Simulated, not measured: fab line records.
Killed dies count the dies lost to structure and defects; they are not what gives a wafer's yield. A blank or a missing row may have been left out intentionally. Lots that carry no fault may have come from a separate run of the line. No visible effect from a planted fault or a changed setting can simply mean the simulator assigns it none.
Which tool did it? + flow n5Finfet + 8 lots, 24 wafers sampled, at 6 steps of a route of 1938

## WHAT EACH GAUGE READ, for each wafer
N5_BEOL_M4_RC_MEAS_101.
| lot  | measured     | on        | DIBL_N (mV/V)  | DIBL_P (mV/V)  | IOFF_N (nA/um)    | IOFF_P (nA/um) | ION_N (uA/um) | ION_P (uA/um) | SS_N (mV/dec)  | SS_P (mV/dec)  | VT_N (mV)   | VT_P (mV)      |
|------|--------------|-----------|----------------|----------------|-------------------|----------------|---------------|---------------|----------------|----------------|-------------|----------------|
| L864 | day 9 12:05  | prober-01 | 36.7 35.3 36.8 | 36.6 35.2 37.3 | 0.162 0.133 0.160 | 0.24 0.22 0.25 | 669 664 679   | 464 466 467   | 71.9 71.6 72.0 | 73.4 73.0 73.3 | 251 251 248 | -247 -249 -245 |
| L867 | day 10 07:54 | prober-01 | 33.5 35.2 35.6 | 32.2 35.0 34.7 | 0.094 0.133 0.128 | 0.16 0.20 0.20 | 647 670 664   | 456 468 464   | 71.0 70.8 70.7 | 72.5 73.1 72.9 | 258 251 252 | -253 -251 -253 |
| L871 | day 11 13:35 | prober-02 | 38.1 34.4 34.9 | 38.5 35.4 35.4 | 0.190 0.132 0.134 | 0.24 0.20 0.20 | 674 662 651   | 465 463 452   | 71.6 70.5 72.0 | 74.1 73.4 72.8 | 246 251 250 | -246 -251 -250 |
| L873 | day 11 19:53 | prober-01 | 36.2 34.2 35.7 | 36.4 35.0 36.0 | 0.143 0.112 0.139 | 0.19 0.17 0.19 | 669 657 677   | 458 459 465   | 71.5 71.6 70.9 | 73.0 72.5 73.7 | 250 255 251 | -252 -251 -252 |
| L878 | day 13 14:29 | prober-01 | 35.4 35.7 33.4 | 36.6 36.8 34.4 | 0.162 0.163 0.128 | 0.20 0.20 0.16 | 679 680 675   | 462 464 462   | 71.3 70.8 69.8 | 73.0 73.5 72.7 | 248 248 250 | -253 -254 -256 |
| L880 | day 13 16:16 | prober-01 | 36.1 36.3 35.4 | 34.9 35.3 35.1 | 0.148 0.159 0.150 | 0.18 0.19 0.19 | 668 676 662   | 454 462 461   | 71.4 71.4 71.5 | 73.0 73.0 73.4 | 251 248 247 | -255 -253 -252 |
| L881 | day 13 19:15 | prober-02 | 36.9 35.1 37.1 | 37.1 34.1 36.7 | 0.151 0.120 0.148 | 0.21 0.18 0.22 | 667 663 658   | 460 465 456   | 71.1 71.8 71.5 | 73.5 72.4 73.8 | 248 254 250 | -249 -250 -248 |
| L882 | day 13 23:03 | prober-01 | 36.4 35.1 34.8 | 36.2 34.7 33.9 | 0.156 0.147 0.126 | 0.21 0.19 0.17 | 663 675 657   | 459 458 457   | 71.5 70.4 70.7 | 73.0 72.8 72.9 | 250 249 252 | -249 -250 -255 |

## TOOL THAT RAN EACH LOT (tool first, then ch and the chambers of the sampled wafers, then the start)
| lot  | N5_BEOL_M0_SAQP_HM_DEP_111      | N5_BEOL_M0_SAQP_DESCUM_19        | N5_BEOL_M0_SAQP_HM_OPEN_112      | N5_BEOL_M0_SAQP_STRIP_86          | N5_BEOL_M0_SAQP_SPACER1_ALD_98   |
|------|---------------------------------|----------------------------------|----------------------------------|-----------------------------------|----------------------------------|
| L864 | pecvd-04 ch 0,2, day 6 20:31    | rieDiel-01 ch 1,3, day 6 20:55   | rieDiel-01 ch 1,3, day 6 21:07   | rieDiel-01 ch 1,3, day 6 21:17    | aldSin-01 ch 1,2,3, day 6 21:55  |
| L867 | pecvd-03 ch 1,2, day 7 11:40    | rieDiel-01 ch 1,2, day 7 12:15   | rieDiel-01 ch 1,2, day 7 12:26   | rieDiel-01 ch 2,3, day 7 12:47    | aldSin-01 ch 2,3, day 7 13:19    |
| L871 | pecvd-03 ch 0,2, day 8 13:35    | rieDiel-06 ch 1,3, day 8 14:09   | rieDiel-06 ch 1,3, day 8 14:20   | rieDiel-06 ch 1,2, day 8 14:31    | aldSin-03 ch 0,1,2, day 8 16:50  |
| L873 | pecvd-03 ch 0,2, day 9 02:25    | rieDiel-06 ch 0,1,3, day 9 02:57 | rieDiel-06 ch 0,1,3, day 9 03:08 | rieDiel-02 ch 0,1,2, day 9 03:19  | aldSin-04 ch 0,2, day 9 03:50    |
| L878 | pecvd-03 ch 0,1,2, day 10 12:04 | rieDiel-01 ch 0,3, day 10 12:36  | rieDiel-01 ch 0,3, day 10 12:48  | rieDiel-02 ch 0,3, day 10 13:06   | aldSin-01 ch 0,1, day 10 13:37   |
| L880 | pecvd-04 ch 0,2, day 11 01:07   | rieDiel-01 ch 1,2, day 11 01:38  | rieDiel-01 ch 1,2, day 11 01:50  | rieDiel-06 ch 0,2,3, day 11 02:01 | aldSin-01 ch 0,2,3, day 11 02:32 |
| L881 | pecvd-01 ch 0,2, day 11 04:32   | rieDiel-02 ch 2,3, day 11 05:07  | rieDiel-02 ch 2,3, day 11 05:18  | rieDiel-06 ch 0,1,3, day 11 05:29 | aldSin-04 ch 0,3, day 11 05:59   |
| L882 | pecvd-04 ch 1,2, day 11 08:25   | rieDiel-02 ch 1,2, day 11 09:05  | rieDiel-02 ch 1,2, day 11 09:17  | rieDiel-02 ch 1,2,3, day 11 09:35 | aldSin-03 ch 0,1,3, day 11 11:01 |
- N5_BEOL_M0_SAQP_HM_DEP_111: deposits SiO2 from SiH4/N2O, target thk 12 nm, time 7.2 s.
- N5_BEOL_M0_SAQP_DESCUM_19: chemistry O2, time 7.9 s.
- N5_BEOL_M0_SAQP_HM_OPEN_112: chemistry CHF3/O2, target SiO2, stops on a-Si, target depth 12 nm, time 13.5 s.
- N5_BEOL_M0_SAQP_STRIP_86: strips in N2/H2.
- N5_BEOL_M0_SAQP_SPACER1_ALD_98: deposits SiO2, target thk 12.8 nm, pulse time 1 s, purge time 2 s.

## AS READ BY THE TOOLS THEMSELVES (means over the sampled wafers that have a number; for cases with no such wafer, the mark the record gives instead)
N5_BEOL_M0_SAQP_HM_DEP_111.
| lot  | tool     | heaterPowerW (W) | showerheadPlenumPTorr (Torr) | showerheadVppV (V) |
|------|----------|------------------|------------------------------|--------------------|
| L864 | pecvd-04 | 799              | 8.21                         | 1059               |
| L867 | pecvd-03 | 695              | 8.17                         | 1033               |
| L871 | pecvd-03 | 804              | 8.14                         | 1012               |
| L873 | pecvd-03 | 764              | 8.18                         | 1068               |
| L878 | pecvd-03 | 767              | 8.15                         | 1032               |
| L880 | pecvd-04 | 764              | 8.19                         | 1065               |
| L881 | pecvd-01 | 727              | 8.12                         | 1050               |
| L882 | pecvd-04 | 720              | 8.20                         | 1015               |

N5_BEOL_M0_SAQP_DESCUM_19.
| lot  | tool       | biasPowerW (W) | drypumpMotorCurrentA (A) | oesProductAu (a.u.) | rfVppV (V) | showerheadPlenumPTorr (Torr) | throttleValvePct (%) |
|------|------------|----------------|--------------------------|---------------------|------------|------------------------------|----------------------|
| L864 | rieDiel-01 | 20.03          | 5.7                      | 0.76                | 241.9      | 2.00                         | 20.22                |
| L867 | rieDiel-01 | 19.97          | 5.7                      | 0.77                | 242.8      | 2.07                         | 20.42                |
| L871 | rieDiel-06 | 19.93          | 5.3                      | 0.73                | 244.4      | 2.14                         | 20.45                |
| L873 | rieDiel-06 | 19.98          | 5.5                      | 0.82                | 243.3      | 2.11                         | 20.45                |
| L878 | rieDiel-01 | 20.00          | 6.3                      | 0.87                | 241.7      | 2.04                         | 20.18                |
| L880 | rieDiel-01 | 20.04          | 5.6                      | 0.74                | 242.2      | 2.01                         | 20.29                |
| L881 | rieDiel-02 | 19.98          | 6.1                      | 0.74                | 243.6      | 2.13                         | 20.54                |
| L882 | rieDiel-02 | 20.01          | 5.9                      | 0.80                | 243.2      | 2.11                         | 20.59                |

N5_BEOL_M0_SAQP_HM_OPEN_112.
| lot  | tool       | drypumpMotorCurrentA (A) | oes_f_703_au (a.u.) | oesProductAu (a.u.) | rfVppV (V) | showerheadPlenumPTorr (Torr) | throttleValvePct (%) |
|------|------------|--------------------------|---------------------|---------------------|------------|------------------------------|----------------------|
| L864 | rieDiel-01 | 5.7                      | 0.76                | 0.50                | 520        | 2.33                         | 18.75                |
| L867 | rieDiel-01 | 5.7                      | 0.79                | 0.50                | 521        | 2.38                         | 18.81                |
| L871 | rieDiel-06 | 5.3                      | 0.74                | 0.48                | 524        | 2.46                         | 18.86                |
| L873 | rieDiel-06 | 5.5                      | 0.81                | 0.53                | 524        | 2.42                         | 18.81                |
| L878 | rieDiel-01 | 6.3                      | 0.87                | 0.62                | 529        | 2.35                         | 18.57                |
| L880 | rieDiel-01 | 5.6                      | 0.75                | 0.48                | 514        | 2.34                         | 18.82                |
| L881 | rieDiel-02 | 6.1                      | 0.74                | 0.49                | 527        | 2.45                         | 18.99                |
| L882 | rieDiel-02 | 5.9                      | 0.78                | 0.52                | 525        | 2.43                         | 19.05                |

N5_BEOL_M0_SAQP_STRIP_86.
| lot  | tool       | biasPowerW (W) | drypumpMotorCurrentA (A) | oesProductAu (a.u.) | rfVppV (V) | showerheadPlenumPTorr (Torr) | throttleValvePct (%) |
|------|------------|----------------|--------------------------|---------------------|------------|------------------------------|----------------------|
| L864 | rieDiel-01 | 27.94          | 5.9                      | 0.77                | 121.4      | 3.22                         | 18.5                 |
| L867 | rieDiel-01 | 27.95          | 6.0                      | 0.78                | 121.1      | 3.33                         | 19.3                 |
| L871 | rieDiel-06 | 28.04          | 5.8                      | 0.74                | 120.7      | 3.35                         | 18.6                 |
| L873 | rieDiel-02 | 27.97          | 5.7                      | 0.75                | 123.2      | 3.35                         | 19.2                 |
| L878 | rieDiel-02 | 28.04          | 5.9                      | 0.83                | 123.0      | 3.35                         | 19.1                 |
| L880 | rieDiel-06 | 27.99          | 5.7                      | 0.78                | 122.9      | 3.35                         | 19.0                 |
| L881 | rieDiel-06 | 28.01          | 5.4                      | 0.79                | 121.2      | 3.36                         | 18.7                 |
| L882 | rieDiel-02 | 27.99          | 6.0                      | 0.84                | 120.9      | 3.38                         | 19.3                 |

N5_BEOL_M0_SAQP_SPACER1_ALD_98.
| lot  | tool      | heaterPowerW (W) | precursorPulseHeightRel |
|------|-----------|------------------|-------------------------|
| L864 | aldSin-01 | 475              | 1.002                   |
| L867 | aldSin-01 | 444              | 1.000                   |
| L871 | aldSin-03 | 433              | 1.015                   |
| L873 | aldSin-04 | 464              | 0.992                   |
| L878 | aldSin-01 | 513              | 0.981                   |
| L880 | aldSin-01 | 470              | 1.020                   |
| L881 | aldSin-04 | 457              | 1.010                   |
| L882 | aldSin-03 | 445              | 1.008                   |

## THE ANSWER, worked out from the rows above alone
Rule: the usual values come from the lots themselves. Put in order of their means at a reading, lots are off if they are a third of the lots or fewer, leave a main group of 4 or more, and stand apart from it by a gap of 3 or more times the standard deviation of the main group's means; of several such gaps the widest counts. A main group whose means are all the same, to the digits that the tables above print for the reading, isn't used. Also off: a lot with no number at a reading for which 4 or more lots have one. All remaining lots with rows at the step are treated as sound. First the gauges in route order, then the tools' own readings, where a lot's mean is used as printed above. The first step at which some lot is off is used, and at that step the reading that is off furthest; a lot without a number counts as furthest.
Off at N5_BEOL_M0_SAQP_HM_OPEN_112 (oesProductAu): L878. Main group: mean 0.50 a.u., sd 0.018.
A tool fits if, at that step or a process step before it, it ran every lot that is off, and no sound lot after the first of them. One candidate fits, namely pecvd-03 at N5_BEOL_M0_SAQP_HM_DEP_111. Its last sound lot is L873 (day 9 02:25), its first lot that is off L878 (day 10 12:04): a fault that began between those two fits.

## WHAT THE SIMULATOR HAD PUT IN
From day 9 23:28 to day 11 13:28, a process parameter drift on pecvd-03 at N5_BEOL_M0_SAQP_HM_DEP_111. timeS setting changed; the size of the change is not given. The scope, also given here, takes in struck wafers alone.
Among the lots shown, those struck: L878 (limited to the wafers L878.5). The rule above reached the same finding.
